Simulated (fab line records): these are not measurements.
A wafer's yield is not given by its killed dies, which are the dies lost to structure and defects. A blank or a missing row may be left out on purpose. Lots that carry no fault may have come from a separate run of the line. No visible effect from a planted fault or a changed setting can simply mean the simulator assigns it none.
The tool behind it: which one?	flow n5Finfet	24 lots with 72 wafers sampled at 2 steps, on a route of 1938 steps

WHAT THE GAUGES READ, wafer by wafer
N5_BEOL_M1_CD_MEAS_18: pitch 36 nm, target cd 18 nm.
lot	measured	on	cdNm (nm)
L074	day 6 03:40	cdSem-03	17.9 17.6 17.7
L075	day 6 16:16	cdSem-03	17.9 17.4 18.3
L076	day 6 22:59	cdSem-01	18.5 18.3 18.2
L077	day 6 23:10	cdSem-03	18.2 17.7 17.6
L078	day 6 23:36	cdSem-02	18.4 17.8 18.1
L079	day 7 09:43	cdSem-01	18.1 17.9 18.0
L080	day 7 22:05	cdSem-02	18.5 17.6 17.8
L081	day 7 22:21	cdSem-03	17.9 18.4 18.4
L082	day 8 05:19	cdSem-02	17.7 18.0 17.8
L083	day 8 05:34	cdSem-02	18.1 18.0 18.3
L084	day 8 21:35	cdSem-02	18.1 17.7 18.0
L085	day 9 03:09	cdSem-01	18.9 18.4 18.0
L086	day 9 06:07	cdSem-02	18.4 17.9 17.6
L088	day 9 14:28	cdSem-01	18.1 18.1 18.2
L087	day 9 16:07	cdSem-01	17.9 17.8 18.1
L089	day 10 02:43	cdSem-02	17.8 18.0 17.3
L090	day 10 03:15	cdSem-03	18.1 17.5 18.2
L092	day 10 09:07	cdSem-01	17.5 17.1 18.5
L091	day 10 09:10	cdSem-01	18.4 18.0 18.4
L093	day 10 22:01	cdSem-02	18.0 17.6 18.4
L094	day 11 00:57	cdSem-01	18.0 18.2 17.7
L095	day 11 08:10	cdSem-03	17.9 17.9 17.6
L096	day 11 18:03	cdSem-02	18.1 18.0 18.0
L097	day 11 23:22	cdSem-02	18.0 18.3 18.1

N5_BEOL_M1_CD_MEAS_28: target cd y 23.3 nm.
lot	measured	on	cdNm (nm)
L074	day 6 03:59	cdSem-03	24.30 24.18 24.24
L075	day 6 16:35	cdSem-03	23.74 23.64 23.86
L076	day 6 23:25	cdSem-03	23.80 24.11 23.99
L077	day 6 23:29	cdSem-01	24.20 24.07 24.28
L078	day 7 00:03	cdSem-02	23.97 23.69 23.42
L079	day 7 10:09	cdSem-03	23.99 24.07 23.87
L080	day 7 22:32	cdSem-02	23.92 23.99 24.01
L081	day 7 22:47	cdSem-03	23.93 23.63 23.90
L082	day 8 05:38	cdSem-03	24.70 24.08 24.28
L083	day 8 05:53	cdSem-03	24.37 23.96 23.88
L084	day 8 22:02	cdSem-02	24.12 23.73 23.77
L085	day 9 03:28	cdSem-01	23.70 24.14 23.55
L086	day 9 06:26	cdSem-01	24.03 24.48 23.77
L088	day 9 14:55	cdSem-02	23.87 23.94 23.79
L087	day 9 16:28	cdSem-03	23.98 23.29 23.61
L089	day 10 03:02	cdSem-02	23.96 23.80 24.07
L090	day 10 03:34	cdSem-03	23.69 24.10 23.72
L092	day 10 10:38	cdSem-02	24.19 24.39 23.82
L091	day 10 10:44	cdSem-02	24.15 24.24 24.61
L093	day 10 22:28	cdSem-03	23.98 23.95 24.11
L094	day 11 01:23	cdSem-02	23.70 24.39 24.22
L095	day 11 08:37	cdSem-02	24.25 24.06 23.92
L096	day 11 18:22	cdSem-03	23.82 24.22 24.38
L097	day 11 23:49	cdSem-03	23.58 23.81 23.43

EACH LOT AND THE TOOL THAT RAN IT (in order: tool; ch and the chambers of the sampled wafers; start)
Record: no process step prior to these readings.

WHAT THE TOOLS THEMSELVES READ (means of the sampled wafers that have a number; where no wafer has one, the mark that the record gives instead)
The record holds no such reading with a usual standard deviation.

THE ANSWER, worked out from the rows above alone
Rule: what is usual is taken from the lots themselves. The widest of any qualifying gaps counts: lots, ordered by their means at a reading, are off when they make up no more than a third of the lots, leave a main group of 4 or more, and stand apart from it by 3 or more times the standard deviation of that group's means. The tables above print the reading to a certain number of digits; a main group whose means all agree to those digits is not used. A lot without any number at a reading at which 4 lots or more have one is off too. All remaining lots with rows at the step are treated as sound. The gauges are gone through in route order, then the tools' own readings, and for those a lot's mean is taken as printed above. The first step at which some lot is off is used, and at that step the reading that is off furthest; a lot without a number counts as furthest.
No lot is off at any reading shown: from this, nothing can be told.

WHAT THE SIMULATOR HAD INSERTED
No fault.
